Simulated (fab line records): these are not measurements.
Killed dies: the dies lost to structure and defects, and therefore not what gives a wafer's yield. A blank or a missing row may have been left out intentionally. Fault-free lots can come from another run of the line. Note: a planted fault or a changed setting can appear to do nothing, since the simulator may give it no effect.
Tool commonality check + flow n5_finfet + Lots sampled 13, wafers sampled 34

== REASON FOR OPENING ==
At N5_SD_EPI_P_INSPECT_26 the reading raw_defect_count is flagged on 2 of 13 lots. No-fault wafers: 173, standard deviation 39.
Rule: a lot gets a flag if all its wafers with a number sit over 4 standard deviations from that mean, or if no wafer of it has a number. The rest of the lots are taken to be sound.

| lot  | measured    | on                | raw_defect_count, wafer by wafer | flag    |
|------|-------------|-------------------|----------------------------------|---------|
| L237 | day 3 16:17 | defect_inspect-01 | 133 138 166                      |         |
| L239 | day 4 04:46 | defect_inspect-01 | 155 205 179                      |         |
| L240 | day 4 09:39 | defect_inspect-02 | 141 168                          |         |
| L241 | day 4 15:31 | defect_inspect-01 | 137 111                          |         |
| L242 | day 4 20:34 | defect_inspect-01 | 216 130                          |         |
| L243 | day 5 07:51 | defect_inspect-01 | 146 175                          |         |
| L244 | day 5 14:17 | defect_inspect-02 | 139 193 147                      |         |
| L248 | day 6 09:25 | defect_inspect-02 | 150 219                          |         |
| L249 | day 6 16:55 | defect_inspect-02 | 870 895 866                      | FLAGGED |
| L250 | day 6 21:35 | defect_inspect-01 | 954 924 935                      | FLAGGED |
| L256 | day 8 10:01 | defect_inspect-02 | 194 185 166                      |         |
| L258 | day 8 21:10 | defect_inspect-01 | 203 196 221                      |         |
| L259 | day 9 07:15 | defect_inspect-01 | 157 144 192                      |         |
Average over the flagged lots: 907; offset from the usual +734, equal to +19 standard deviations.

== TOOL THAT RAN EACH LOT ==
Before the reading, the record contains 2 process steps out of a 1938-step route. Each cell gives the tool, then ch followed by the chambers the sampled wafers passed through, then the start.
| lot  | flag    | N5_SD_EPI_P_STRIP_40                | N5_SD_EPI_P_PRECLEAN_32            |
|------|---------|-------------------------------------|------------------------------------|
| L237 |         | plasma_asher-02 ch 0,1, day 3 13:25 | wet_bench-03 ch 1,3,4, day 3 16:14 |
| L239 |         | plasma_asher-02 ch 0,1, day 4 01:54 | wet_bench-06 ch 2,3,6, day 4 04:43 |
| L240 |         | plasma_asher-02 ch 0,1, day 4 06:45 | wet_bench-06 ch 2,5, day 4 09:36   |
| L241 |         | plasma_asher-01 ch 1, day 4 12:37   | wet_bench-01 ch 3,4, day 4 15:27   |
| L242 |         | plasma_asher-02 ch 1, day 4 17:41   | wet_bench-01 ch 3,5, day 4 20:31   |
| L243 |         | plasma_asher-02 ch 0, day 5 04:59   | wet_bench-01 ch 6,7, day 5 07:47   |
| L244 |         | plasma_asher-01 ch 0,1, day 5 10:33 | wet_bench-03 ch 0,3,5, day 5 14:13 |
| L248 |         | plasma_asher-02 ch 0,1, day 6 05:41 | wet_bench-01 ch 6,7, day 6 09:22   |
| L249 | FLAGGED | plasma_asher-02 ch 0,1, day 6 13:11 | wet_bench-03 ch 0,4,6, day 6 16:51 |
| L250 | FLAGGED | plasma_asher-01 ch 0,1, day 6 17:51 | wet_bench-03 ch 1,4,5, day 6 21:32 |
| L256 |         | plasma_asher-02 ch 0,1, day 8 07:07 | wet_bench-01 ch 1,3,4, day 8 09:57 |
| L258 |         | plasma_asher-02 ch 0,1, day 8 17:28 | wet_bench-01 ch 4,5,6, day 8 21:07 |
| L259 |         | plasma_asher-01 ch 0,1, day 9 03:32 | wet_bench-06 ch 2,5,6, day 9 07:12 |
What is done by these steps:
- N5_SD_EPI_P_STRIP_40: strips in N2/H2.
- N5_SD_EPI_P_PRECLEAN_32: cleans in dHF, time 10 s.
- N5_SD_EPI_P_INSPECT_26: inspects for defects (darkfield).

== FLAGGED AGAINST TOTAL, ONE TOOL AT A TIME (gauges that did the reading follow at the end) ==
| step                    | tool              | lots run | flagged | share of the flagged lots | sound lots run after its first flagged lot |
|-------------------------|-------------------|----------|---------|---------------------------|--------------------------------------------|
| N5_SD_EPI_P_STRIP_40    | plasma_asher-01   | 4        | 1       | some                      | 1 (L259)                                   |
| N5_SD_EPI_P_STRIP_40    | plasma_asher-02   | 9        | 1       | some                      | 2 (L256,L258)                              |
| N5_SD_EPI_P_PRECLEAN_32 | wet_bench-01      | 6        | 0       | none                      | -                                          |
| N5_SD_EPI_P_PRECLEAN_32 | wet_bench-03      | 4        | 2       | all                       | 0                                          |
| N5_SD_EPI_P_PRECLEAN_32 | wet_bench-06      | 3        | 0       | none                      | -                                          |
| N5_SD_EPI_P_INSPECT_26  | defect_inspect-01 | 8        | 1       | some                      | 2 (L258,L259)                              |
| N5_SD_EPI_P_INSPECT_26  | defect_inspect-02 | 5        | 1       | some                      | 1 (L256)                                   |

== WHAT IS ALLOWED BY THE TABLE ==
1 row of the table ran every flagged lot: wet_bench-03 at N5_SD_EPI_P_PRECLEAN_32.
- wet_bench-03 at N5_SD_EPI_P_PRECLEAN_32: 2 of its 4 lots flagged. A fault beginning between L244 (day 5 14:13), its last sound lot, and L249 (day 6 16:51), its first flagged one, fits the data.
wet_bench-03 at N5_SD_EPI_P_PRECLEAN_32 is the single tool remaining.

== WHAT WAS PUT IN BY THE SIMULATOR ==
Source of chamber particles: wet_bench-03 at N5_SD_EPI_P_PRECLEAN_32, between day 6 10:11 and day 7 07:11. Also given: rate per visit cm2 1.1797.
Shown lots that were struck: L249, L250. Same finding as the rule above.
